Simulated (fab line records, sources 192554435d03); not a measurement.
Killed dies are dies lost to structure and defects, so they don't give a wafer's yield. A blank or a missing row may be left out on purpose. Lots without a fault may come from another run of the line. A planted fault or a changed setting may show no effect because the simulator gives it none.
Chamber matching | flow n5_finfet | N5_MOL_CONTACT_COAG_ETCH_15 on rie_diel-05: 4 sister chambers
The step etches SiNx in CH3F/O2, stops on Si:P, target depth 7 nm. 8 wafers are shown with their chamber, then 7 later ones without.

WAFERS WITH THEIR CHAMBER
wafer  | chamber | drypump_motor_current_A (A) | rf_vpp_V (V)
L074.3 | 2       | 5.2                         | 290
L077.5 | 3       | 5.5                         | 300
L081.5 | 1       | 5.1                         | 309
L083.3 | 2       | 5.2                         | 296
L083.5 | 0       | 6.4                         | 294
L083.6 | 1       | 5.1                         | 309
L086.3 | 0       | 6.4                         | 294
L086.4 | 3       | 5.6                         | 299

WAFERS WITHOUT THEIR CHAMBER
wafer  | drypump_motor_current_A (A) | rf_vpp_V (V)
L086.6 | 6.4                         | 294
L093.1 | 5.5                         | 300
L093.5 | 6.4                         | 293
L093.6 | 5.2                         | 308
L096.1 | 6.4                         | 293
L096.3 | 5.5                         | 299
L096.5 | 5.5                         | 300

WHICH CHAMBER EACH WENT THROUGH
wafer  | from the rows above | in truth
L086.6 | 0                   | 0
L093.1 | 3                   | 3
L093.5 | 0                   | 0
L093.6 | 1                   | 1
L096.1 | 0                   | 0
L096.3 | 3                   | 3
L096.5 | 3                   | 3
Placed correctly: 7 of 7. Can't be placed from these rows: 0. Placed wrongly: 0.
How it was worked out, from the rows above alone: a wafer's distance from a chamber is the root of the sum, over the readings, of the square of ((its reading less the chamber's mean) divided by the reading's scatter). The wafer belongs to the nearest chamber; if the next one is less than 2 further off, it can't be placed. A chamber's mean is the mean of its shown wafers. The scatter: the root of (the sum of the squares of (reading less its chamber's mean) over the shown wafers, divided by (wafers less chambers)).
